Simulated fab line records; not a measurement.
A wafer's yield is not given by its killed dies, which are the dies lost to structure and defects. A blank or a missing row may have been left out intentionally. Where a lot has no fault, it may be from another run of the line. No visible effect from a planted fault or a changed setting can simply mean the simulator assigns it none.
fab line records	flow n5-finfet
record: lots: 4	wafers: 12	last-day: 17
route steps=1938 shown DUMMY_GATE@228 SPACER0@258 SD_EPI_N@262 BEOL_M4@1111 PASSIVATION@1936
lots that met no fault: from a run of the same line without faults
start-h: hours from the record's first day to the start of the lot's first wafer shown	wait-h: how many hours have passed since the lot's step before this one	" unchanged from the row above	L1.1+2: several wafers, shown together as one row	- either no value or no given start	* or withheld: withheld	< > ~ a bound
route shown NAME@n: NAME is a module with steps in the file, n the number in the route of the first one	usual: the fault-free wafers' mean and standard deviation	same: alike in all rows	chamber/n: place in a boat	sites: each site's reading	_std_site: their standard deviation	_edge_site: mean of outer sites minus mean of inner sites	radius-mm: how far each site lies from the wafer's centre	mask NAME#n: copy n	behind: tool/chamber where the wafer was last shaped	hold: why the lot was held/for how many hours/how that ended	device: whichever transistor did not switch (one of n, p or np)	end of line: the route-end tests of the same wafers	a step without rows: its recipe alone	killed: not the wafer's yield, but the dies lost to structure and defects at the first sort	map: dies across one wafer; x = killed, . = not, _ = none there
set.NAME: the run value of the setting; set.NAME@STEP: its run value at that earlier step	model.NAME: the simulator's own value behind a step, which no gauge read
lots seen at some steps along the route; tables by step, rows by wafer
services: from which hour (start-h, from the record's first day; less than 0 if before it) a tool's chamber was out of use, for how many hours, and why
== steps ==
step: N5_DUMMY_GATE_EXPOSE_12
recipe: mask-id: GATE	na: 0.33	source-shape: annular	sigma-inner: 0.2	sigma-outer: 0.6	polarization: unpolarized	target-cd-nm: 25	dose-mj: 34
step: N5_DUMMY_GATE_PEB_13
recipe: peb-temp-c: 100	peb-time-s: 60	resist: CAR-EUV
step: N5_DUMMY_GATE_DEVELOP_14
recipe: develop-time-s: 30	developer: TMAH	resist: CAR-EUV	rinse-liquid: surfactant-rinse	dry: air-spin	dev-temp-c: 23
step: N5_DUMMY_GATE_DESCUM_20
recipe: chemistry: O2	time-s: 6.2	source-power-w: 50	bias-power-w: 20	pressure-mtorr: 20	rf-frequency-hz: 2.712e+07	temp-c: 40	resist: CAR-EUV	o2-flow-sccm: 225
step: N5_DUMMY_GATE_ETCH_29
recipe: chemistry: N2/H2	target: underlayer	target-depth-a: 130	ion-energy-ev: 200	pressure-mtorr: 30	source-w: 840	bias-w: 150	n2-flow-sccm: 200	h2-flow-sccm: 200
step: N5_DUMMY_GATE_ETCH_36
recipe: chemistry: CF4	target: SiARC	target-depth-a: 130	pressure-mtorr: 40	source-w: 545	bias-w: 36	Ar_flow_sccm: 100	cf4-flow-sccm: 100	ion-energy-ev: 80
step: N5_DUMMY_GATE_ETCH_37
recipe: chemistry: N2/H2	target: SOC	target-depth-a: 600	overetch-a: 300	temp-c: 40	ion-energy-ev: 200	pressure-mtorr: 30	source-w: 840	bias-w: 150	n2-flow-sccm: 200	h2-flow-sccm: 200
step: N5_DUMMY_GATE_STRIP_38
recipe: chemistry: N2/H2	temp-c: 40	n2-flow-sccm: 200	h2-flow-sccm: 200	rf-frequency-hz: 6e+07
step: N5_DUMMY_GATE_STRIP_39
recipe: chemistry: N2/H2	temp-c: 40	n2-flow-sccm: 200	h2-flow-sccm: 200	rf-frequency-hz: 6e+07
step: N5_DUMMY_GATE_TRIM_49
recipe: chemistry: O2	resist: SOC	time-s: 29	target-cd-nm: 14	source-power-w: 300	bias-power-w: 0	O2_flow_sccm: 100	temp-c: 20
usual: drypump-motor-current-A: 5.7/0.42	oes-product-au: 0.999/0.014	rf-fwd-power-W: 298.4/1.1	throttle-valve-pct: 8.19/0.09
lot.wafer	tool	chamber	start-h	wait-h	drypump-motor-current-A	oes-product-au	rf-fwd-power-W	rf-hours-counter-h	throttle-valve-pct
L466.2	rie-si-05	0	55.18	0.0	6.2	1.023	299.6	125	8.29
L466.4	"	3	"	"	5.2	0.994	296.2	70	8.20
L466.5	"	1	"	"	5.6	0.990	298.3	-	8.27
L471.2	rie-si-05	0	83.73	0.0	6.2	1.014	299.5	125	8.29
L471.4	"	1	"	"	5.6	0.980	297.9	107	8.27
L471.6	"	1	"	"	5.6	0.981	297.9	-	8.26
L473.2	rie-si-05	0	96.98	0.0	6.1	1.012	298.0	126	8.32
L473.3	"	3	"	"	5.2	0.999	298.0	71	8.19
L473.4	"	2	"	"	6.0	1.012	300.2	64	8.18
L486.1	rie-si-02	3	177.12	0.0	6.5	0.962	298.5	28	8.03
L486.5	"	2	"	"	6.7	1.018	298.9	-	8.29
L486.6	"	1	"	"	5.7	1.002	298.2	-	8.22
step: N5_DUMMY_GATE_STRIP_40
recipe: chemistry: CF4	resist: SiARC	power-w: 300	bias-power-w: 75	pressure-mtorr: 50	cf4-flow-sccm: 150	rf-frequency-hz: 6e+07
step: N5_DUMMY_GATE_ETCH_31
recipe: chemistry: C4F6/O2	target: SiO2	mask-material: SOC	target-depth-a: 825	time-s: 27.5	ion-energy-ev: 250	pressure-mtorr: 30	source-w: 345	bias-w: 185	Ar_flow_sccm: 300	C4F6_flow_sccm: 10	O2_flow_sccm: 10
step: N5_DUMMY_GATE_STRIP_41
recipe: chemistry: O2	power-w: 400	temp-c: 40	pressure-mtorr: 30	rf-frequency-hz: 6e+07	bias-power-w: 0	overash-fraction: 0.3	o2-flow-sccm: 225
step: N5_DUMMY_GATE_HM_OPEN_21
recipe: chemistry: CH3F/O2	target: SiNx	target-depth-a: 1200	Ar_flow_sccm: 150	CH3F_flow_sccm: 30	O2_flow_sccm: 23	time-s: 171.4	pressure-mtorr: 30	source-w: 395	bias-w: 73	ion-energy-ev: 120.7
step: N5_DUMMY_GATE_ETCH_32
recipe: chemistry: CF4	target: SiO2	target-depth-a: 35	time-s: 3.9	ion-energy-ev: 350	pressure-mtorr: 10	icp-w: 800	bias-w: 400	cf4-flow-sccm: 80
step: N5_DUMMY_GATE_ETCH_23
recipe: chemistry: HBr/Cl2/O2	HBr_flow_sccm: 150	Cl2_flow_sccm: 80	O2_flow_sccm: 12	bias-w: 102	target-depth-a: 410	time-s: 22.3	target: poly-Si	mask-material: SiO2	pressure-mtorr: 10	icp-w: 800
step: N5_DUMMY_GATE_ETCH_44
recipe: chemistry: HBr/O2	over-etch-frac: 0.7	target-depth-a: 1275	stop-on: SiO2	ion-energy-ev: 60	bias-w: 20	target: poly-Si	mask-material: SiO2	pressure-mtorr: 20	icp-w: 400	HBr_flow_sccm: 120	O2_flow_sccm: 10
step: N5_DUMMY_GATE_ETCH_42
recipe: chemistry: CHF3/O2	target: SiO2	target-depth-a: 35	time-s: 31	ion-energy-ev: 30	bias-w: 12	pressure-mtorr: 30	source-w: 600	Ar_flow_sccm: 200	CHF3_flow_sccm: 50	O2_flow_sccm: 5
step: N5_DUMMY_GATE_STRIP_48
recipe: chemistry: N2/H2	time-s: 20	power-w: 100	temp-c: 40	pressure-mtorr: 100	rf-frequency-hz: 6e+07	bias-power-w: 3	n2-flow-sccm: 300	h2-flow-sccm: 300
step: N5_DUMMY_GATE_PRECLEAN_33
recipe: chemistry: dHF	time-s: 10	dilution: 750:1	temp-c: 25
step: N5_DUMMY_GATE_PRECLEAN_25
recipe: chemistry: O3/DIW	time-s: 45	temp-c: 22	o3-ppm: 10
step: N5_DUMMY_GATE_PRECLEAN_51
recipe: chemistry: SC2	time-s: 45	temp-c: 35	mix: 1:1:50
step: N5_DUMMY_GATE_SRD_26
recipe: dry: ipa-marangoni	time-s: 30	temp-c: 23	rinse-liquid: diw
step: N5_DUMMY_GATE_UV_OZONE_45
recipe: time-s: 120	pressure-torr: 760	temp-c: 25
step: N5_DUMMY_GATE_INSPECT_27
recipe: inspect-instrument: brightfield	mode: aei
usual: raw-defect-count: 313/73
lot.wafer	tool	chamber	start-h	wait-h	raw-defect-count
L466.2	defect-inspect-02	-	56.10	0.0	317
L466.4	"	-	"	"	393
L466.5	"	-	"	"	311
L471.2	defect-inspect-02	-	84.66	0.0	1728
L471.4	"	-	"	"	1721
L471.6	"	-	"	"	1685
L473.2	defect-inspect-02	-	97.91	0.0	1784
L473.3	"	-	"	"	1806
L473.4	"	-	"	"	1765
L486.1	defect-inspect-02	-	178.05	0.0	355
L486.5	"	-	"	"	201
L486.6	"	-	"	"	232
step: N5_SPACER0_ALD_07
recipe: material: SiNx	target-thk-a: 20	temp-c: 400	ald-precursor-family: SiH2I2	ald-co-reactant: N2/H2-plasma	pressure-torr: 2
step: N5_SPACER0_ALD_00
recipe: material: SiOCN	target-thk-a: 35	temp-c: 400	ald-precursor-family: alkyl-aminosilane	ald-co-reactant: O2/N2-plasma	pulse-time-s: 3	purge-time-s: 2	co-reactant-purge-time-s: 2	ald-cycles: 58	pressure-torr: 2
step: N5_SPACER0_ALD_08
recipe: material: SiNx	target-thk-a: 20	temp-c: 400	ald-precursor-family: SiH2I2	ald-co-reactant: N2/H2-plasma	pressure-torr: 2
step: N5_SPACER0_INSPECT_04
recipe: inspect-instrument: darkfield	mode: post-dep
usual: raw-defect-count: 142/33
lot.wafer	tool	chamber	start-h	wait-h	raw-defect-count
L466.2	defect-inspect-01	-	56.75	0.1	147
L466.4	"	-	"	"	213
L466.5	"	-	"	"	179
L471.2	defect-inspect-02	-	85.26	0.1	1482
L471.4	"	-	"	"	1548
L471.6	"	-	"	"	1515
L473.2	defect-inspect-02	-	101.64	0.1	1573
L473.3	"	-	"	"	1564
L473.4	"	-	"	"	1544
L486.1	defect-inspect-02	-	179.77	0.1	153
L486.5	"	-	"	"	111
L486.6	"	-	"	"	107
step: N5_SD_EPI_N_COAT_32
recipe: resist: SOC	temp-c: 250	time-s: 60	spin-rpm: 1500	resist-thk-nm: 350
step: N5_SD_EPI_N_COAT_33
recipe: resist: SiARC	temp-c: 220	time-s: 60	spin-rpm: 1500	resist-thk-nm: 35
step: N5_SD_EPI_N_COAT_03
recipe: resist: CAR-ArF-block	spin-rpm: 1500	resist-thk-nm: 150
step: N5_SD_EPI_N_EBR_05
recipe: solvent: PGMEA	ebr-width-mm: 1.5
step: N5_SD_EPI_N_SOFTBAKE_04
recipe: temp-c: 110	time-s: 60	resist: CAR-ArF-block
step: N5_SD_EPI_N_EXPOSE_06
recipe: mask-id: SD_N_BLK	na: 1.35	source-shape: conventional	sigma-outer: 0.8	polarization: unpolarized	target-cd-nm: 120	dose-mj: 39.75
step: N5_SD_EPI_N_PEB_07
recipe: peb-temp-c: 110	peb-time-s: 60	resist: CAR-ArF-block
step: N5_SD_EPI_N_DEVELOP_08
recipe: develop-time-s: 30	developer: TMAH	resist: CAR-ArF-block	dev-temp-c: 23	rinse-liquid: diw	dry: air-spin
step: N5_SD_EPI_N_INSPECT_11
recipe: mode: adi	inspect-instrument: macro
usual: raw-defect-count: 1.9/1.4
lot.wafer	tool	chamber	start-h	wait-h	raw-defect-count
L466.2	defect-inspect-02	-	57.20	0.0	2
L466.4	"	-	"	"	1
L466.5	"	-	"	"	2
L471.2	defect-inspect-01	-	85.59	0.0	>300
L471.4	"	-	"	"	>300
L471.6	"	-	"	"	>300
L473.2	defect-inspect-01	-	102.09	0.0	>300
L473.3	"	-	"	"	>300
L473.4	"	-	"	"	>300
L486.1	defect-inspect-02	-	180.10	0.0	4
L486.5	"	-	"	"	2
L486.6	"	-	"	"	0
step: N5_SD_EPI_N_INSPECT_26
recipe: inspect-instrument: darkfield	mode: post-epi
usual: raw-defect-count: 209/41
lot.wafer	tool	chamber	start-h	wait-h	raw-defect-count
L466.2	defect-inspect-02	-	61.18	0.1	210
L466.4	"	-	"	"	240
L466.5	"	-	"	"	230
L471.2	defect-inspect-01	-	90.63	0.3	1551
L471.4	"	-	"	"	1580
L471.6	"	-	"	"	1583
L473.2	defect-inspect-01	-	106.09	0.1	1654
L473.3	"	-	"	"	1646
L473.4	"	-	"	"	1605
L486.1	defect-inspect-01	-	184.86	0.1	217
L486.5	"	-	"	"	173
L486.6	"	-	"	"	163
step: N5_BEOL_M4_RC_MEAS_101
usual: DIBL_N: 35.9/1.4	DIBL_P: 35.9/1.7	IOFF_N: 0.155/0.023	IOFF_P: 0.201/0.029	ION_N: 672/8.8	ION_P: 460/7	SS_N: 71.6/0.48	SS_P: 73.1/0.64	VT_N: 250.0/3	VT_P: -251.6/3
lot.wafer	tool	chamber	start-h	wait-h	DIBL_N[mV/V]	DIBL_P[mV/V]	IOFF_N[nA/um]	IOFF_P[nA/um]	ION_N[uA/um]	ION_P[uA/um]	SS_N[mV/dec]	SS_P[mV/dec]	VT_N[mV]	VT_P[mV]
L466.2	prober-02	0	173.10	0.2	35.9	35.7	0.154	0.217	671	463	71.3	72.8	249.9	-249.3
L466.4	"	0	"	"	37.4	38.3	0.190	0.258	680	468	71.8	72.9	246.4	-244.6
L466.5	"	0	"	"	35.1	34.7	0.142	0.203	663	465	71.0	72.5	253.2	-247.8
L471.2	prober-01	0	202.22	0.2	36.9	38.2	0.183	0.197	681	455	71.2	74.0	247.5	-254.0
L471.4	"	0	"	"	35.1	36.5	0.151	0.170	669	454	71.2	72.7	251.0	-257.4
L471.6	"	0	"	"	36.3	37.8	0.163	0.192	675	452	72.1	73.1	249.7	-253.4
L473.2	prober-01	0	224.34	0.2	36.5	36.7	0.164	0.180	666	454	70.9	73.1	248.0	-254.2
L473.3	"	0	"	"	39.5	40.3	0.239	0.238	688	459	72.3	74.1	241.2	-250.3
L473.4	"	0	"	"	36.0	35.5	0.149	0.167	663	444	71.4	72.6	247.5	-255.5
L486.1	prober-01	0	304.23	0.0	35.2	36.3	0.178	0.210	670	457	71.9	73.7	245.9	-247.7
L486.5	"	0	"	"	34.9	35.6	0.163	0.206	677	464	71.5	73.9	247.7	-251.7
L486.6	"	0	"	"	34.4	35.6	0.162	0.198	666	454	71.1	73.4	247.2	-248.7
step: N5_PASSIVATION_PROBE_49
usual: defect-limited-yield: 91.7/1.5	killed_at_M0_to_M3: 30/8.6	killed_at_M4_up: 12/4.5	killed-at-contacts: 13/5.8	killed-at-front-end: 38/11	killed-at-other: 4/3	killed-dies: 97/17	killed-on-rim: 13/3.6	killed-open: 63/12	killed-short: 32/8.8	sort_bin_5_function: 4.8/0.91	sort_bin_6_memory: 3.1/0.68	sort-n-pass: 1083/17	sort-yield-pct: 91.7/1.5
same: gross-dies: 1180	killed-at-back-side: 0	sort_bin_4_leakage[%]: 0	sort_bin_8_speed[%]: 0
lot.wafer	tool	chamber	start-h	wait-h	defect-limited-yield[%]	killed_at_M0_to_M3	killed_at_M4_up	killed-at-contacts	killed-at-front-end	killed-at-other	killed-dies	killed-on-rim	killed-open	killed-short	sort_bin_5_function[%]	sort_bin_6_memory[%]	sort-n-pass	sort-yield-pct[%]
L466.2	prober-02	-	292.83	0.1	93.1	30	7	6	35	3	81	7	50	30	3.5	3.1	1099	93.1
L466.4	prober-02	-	292.93	0.2	91.5	32	11	12	42	3	100	9	69	31	4.8	3.5	1080	91.5
L466.5	prober-02	-	292.98	0.2	93.6	32	8	9	21	6	76	10	59	16	3.3	3.0	1104	93.6
L471.2	prober-02	-	310.11	0.1	82.4	19	8	8	168	5	208	32	52	27	10.2	3.5	972	82.4
L471.4	prober-02	-	310.21	0.2	81.1	20	10	10	182	1	223	33	50	32	10.8	3.6	957	81.1
L471.6	prober-02	-	310.31	0.3	80.9	27	8	12	173	5	225	29	52	39	11.6	3.6	955	80.9
L473.2	prober-02	-	325.53	0.1	83.1	23	8	16	150	2	199	28	44	25	9.3	3.5	981	83.1
L473.3	prober-02	-	325.58	0.1	78.6	25	16	12	199	0	252	15	56	31	13.1	4.6	928	78.6
L473.4	prober-02	-	325.63	0.2	84.3	32	12	3	137	1	185	32	49	27	8.8	3.3	995	84.3
L486.1	prober-02	-	417.78	0.0	91.1	35	11	8	50	1	105	11	69	34	5.6	3.0	1075	91.1
L486.5	prober-02	-	417.98	0.2	91.0	22	23	12	46	3	106	9	58	46	4.7	3.9	1074	91.0
L486.6	prober-02	-	418.03	0.3	91.6	17	17	13	46	6	99	16	67	31	4.9	3.1	1081	91.6
killed by level:class
L466.2 FIN_SAQP:geometric-particle:open=8 GATE_CUT:geometric-particle:short=8 BEOL_M0_SAQP:geometric-particle:open=8 BEOL_M3:geometric-particle:open=8 FIN_SAQP:geometric-particle:short=6 BEOL_M0_SAQP:geometric-particle:short=4 BEOL_M2:geometric-particle:open=4 BEOL_M5:geometric-particle:open=4
L466.4 FIN_SAQP:geometric-particle:open=16 BEOL_M0_SAQP:geometric-particle:short=9 MOL_CONTACT_COAG:geometric-particle:open=9 FIN_SAQP:geometric-particle:short=7 BEOL_M0_SAQP:geometric-particle:open=7 BEOL_M0:geometric-particle:open=6 BEOL_M5:geometric-particle:open=4 BEOL_M2:geometric-particle:open=4
L466.5 MOL_CONTACT_COAG:geometric-particle:open=9 BEOL_M2:geometric-particle:open=8 BEOL_M3:geometric-particle:open=7 BEOL_M1:geometric-particle:open=6 FIN_SAQP:geometric-particle:open=5 BEOL_M0_SAQP:geometric-particle:open=5 DUMMY_GATE:geometric-particle:open=4 BEOL_M5:geometric-particle:open=4
L471.2 DUMMY_GATE:unspecified=128 STI_FIN_REVEAL:geometric-particle:open=17 MOL_CONTACT_COAG:geometric-particle:open=7 BEOL_M1:geometric-particle:open=6 GATE_CUT:geometric-particle:short=6 BEOL_M3:geometric-particle:short=5 STI_FIN_REVEAL:geometric-particle:short=4 BEOL_M7:geometric-particle:open=4
L471.4 DUMMY_GATE:unspecified=138 STI_FIN_REVEAL:geometric-particle:open=10 MOL_CONTACT_COAG:geometric-particle:open=9 FIN_SAQP:geometric-particle:short=7 GATE_CUT:geometric-particle:short=7 BEOL_M2:geometric-particle:open=6 BEOL_M3:geometric-particle:short=4 DUMMY_GATE:geometric-particle:open=4
L471.6 DUMMY_GATE:unspecified=132 STI_FIN_REVEAL:geometric-particle:open=12 MOL_CONTACT_COAG:geometric-particle:open=10 FIN_SAQP:geometric-particle:short=8 BEOL_M0_SAQP:geometric-particle:short=8 FIN_SAQP:geometric-particle:open=6 BEOL_M3:geometric-particle:short=5 BEOL_M1:geometric-particle:open=5
L473.2 DUMMY_GATE:unspecified=128 MOL_CONTACT_COAG:geometric-particle:open=13 BEOL_M2:geometric-particle:open=6 BEOL_M3:geometric-particle:open=6 BEOL_M0_SAQP:geometric-particle:short=4 STARTING-WAFER:geometric-particle:short=4 STARTING-WAFER:geometric-particle:open=3 MOL_CONTACT_COAG:geometric-particle:short=3
L473.3 DUMMY_GATE:unspecified=162 MOL_CONTACT_COAG:geometric-particle:open=9 GATE_CUT:geometric-particle:short=8 DUMMY_GATE:geometric-particle:open=7 BEOL_M4:geometric-particle:open=7 GATE_CUT:geometric-particle:open=6 BEOL_M0_SAQP:geometric-particle:open=6 BEOL_M1:geometric-particle:open=5
L473.4 DUMMY_GATE:unspecified=108 BEOL_M3:geometric-particle:open=12 GATE_CUT:geometric-particle:short=9 STI_FIN_REVEAL:geometric-particle:open=5 STARTING-WAFER:geometric-particle:short=5 BEOL_M1:geometric-particle:open=4 MOL_CONTACT_COAG:geometric-particle:open=3 BEOL_M0_SAQP:geometric-particle:short=3
L486.1 FIN_SAQP:geometric-particle:short=12 BEOL_M3:geometric-particle:open=11 STI_FIN_REVEAL:geometric-particle:open=9 BEOL_M2:geometric-particle:open=8 MOL_CONTACT_COAG:geometric-particle:open=7 BEOL_M0:geometric-particle:open=7 DUMMY_GATE:geometric-particle:open=6 FIN_SAQP:geometric-particle:open=5
L486.5 FIN_SAQP:geometric-particle:short=20 FIN_SAQP:geometric-particle:open=10 MOL_CONTACT_COAG:geometric-particle:open=8 BEOL_M1:geometric-particle:open=7 BEOL_M8:geometric-particle:open=7 STI_FIN_REVEAL:geometric-particle:open=5 BEOL_M4:geometric-particle:open=5 MOL_CONTACT_COAG:geometric-particle:short=4
L486.6 FIN_SAQP:geometric-particle:open=13 MOL_CONTACT_COAG:geometric-particle:open=11 FIN_SAQP:geometric-particle:short=10 STI_FIN_REVEAL:geometric-particle:open=7 DUMMY_GATE:geometric-particle:open=6 BEOL_M4:geometric-particle:open=6 BEOL_M2:geometric-particle:open=6 BEOL_M1:geometric-particle:open=4
map L471.6 (x killed, . not)
_________________.x..........________________
______________...............x.x_____________
___________..........x..x..........__________
__________........x................._________
________.................x.x.....x...._______
_______..........x.....................______
______...........x...................x.._____
_____.....................x..x..x........____
____.....x........x.......................___
___.x...............x.....x.x..............__
___......x...x...........................x.__
__............x............x........x......._
__...x....x.........x.............x........._
_....x...x.......................x...........
_.x.....x.......xx.......x..x...............x
_..........x.......x............x............
_...............x.x..........................
_.......x.x........................x.........
_........x.................x..xx..x..........
_x...x......x....................x...........
_x...xx..........x...................xx......
__.....................x.x....x....x........_
__...........xx...x....x...................._
___...........xxxx.x.x......x...........x..__
___........xxx.xxxxx.x.................x...__
____.....x.xxxxxxxxxxxxx..........xx......___
_____.x...xxxxxxxxxxxxxx.x............x..____
______..x.xxxxxxxxxxxxxxx..x......x....._____
_______..xxxxxxxxxxxxxx.....x.x..x..x..______
________.xxxxxxxxxxxxxx.xx..x........._______
__________xxxxxxxxxxxxxx............_________
___________xxxxxxxxxxxxx..........x__________
______________xxxxxxxxx.xxxx...._____________
_________________xxxxxxxx....________________
map L473.3 (x killed, . not)
_________________....x.......________________
______________...........xx....._____________
___________x...x.....x......x...x..__________
__________.................xxxxxx.x._________
________..............x.x..xxxxxxxxxx._______
_______..x......x.....xxxx.xxxxxxxxxx..______
______..x....x..x.....xxxxxxxxxxxxxxxxx._____
_____...x.............x.xxxxxxxxxxxxxx...____
____..................xxxxxxxxxxxxxxxx.x..___
___.........x........xxxxxxxxxxxxxxxx.x.x..__
___..x.................xxxxxxxxxxxxxxxx....__
__....xx........x....xxxxxxxxxxxxxxxxxx....._
__....................xxxxxxxxxxxxxxxx......_
_...xx..x........x.......xxxxxxxxxxxxx.......
_..........................xxxxxxx.........xx
_.x..x........x..........x..x.xxx............
_.x..x.....................x.........x.......
_.............xx.....x..x...................x
_................x........................x..
_............................................
_.....x..............x.........x...x.....x...
__...............x......................x..._
__......x..................................x_
___......x..x.................x.x..........__
___...x.....x.......x.x...xx...............__
____......x.........x.....................___
_____..x.x...........................xx..____
______.........................x.......x_____
_______....x..........................x______
________......................x......._______
__________..............x....x.x...._________
___________....x...........x...xxx.__________
______________.................._____________
_________________............________________
== services ==
tool	chamber	start-h	hours	kind
rie-si-02	2	80.47	-	clean
rie-si-02	2	80.47	19.3	scheduled-down
rie-si-02	2	80.47	19.3	vent-cycle
rie-si-02	-	169.57	1.8	repair
== key ==
first-sign: step: N5_DUMMY_GATE_INSPECT_27	reading: raw-defect-count	direction: up	sigmas: 20	usual: 313	struck: 1748
effect: step: N5_SPACER0_INSPECT_04	reading: raw-defect-count	direction: up	sigmas: 42	usual: 142	struck: 1538
effect: step: N5_SD_EPI_N_INSPECT_11	reading: raw-defect-count	direction: up	sigmas: 99+	usual: 1.9	struck: >300
effect: step: N5_SD_EPI_N_INSPECT_26	reading: raw-defect-count	direction: up	sigmas: 34	usual: 209	struck: 1603
effect: step: N5_PASSIVATION_PROBE_49	reading: killed-at-front-end	direction: up	sigmas: 12	usual: 38	struck: 168
more-kills-born-at: N5_DUMMY_GATE_TRIM_49@rie-si-05: 796
met-at N5_DUMMY_GATE_TRIM_49
struck-wafers L471.2,L471.4,L471.6,L473.2,L473.3,L473.4
onset-between 55.18 83.73
fault: kind: chamber-particle-source	tool: rie-si-05	chamber: -	onset-h: 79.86	steps: N5_DUMMY_GATE_TRIM_49	rate-per-visit-cm2: 2.1578	end-h: 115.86
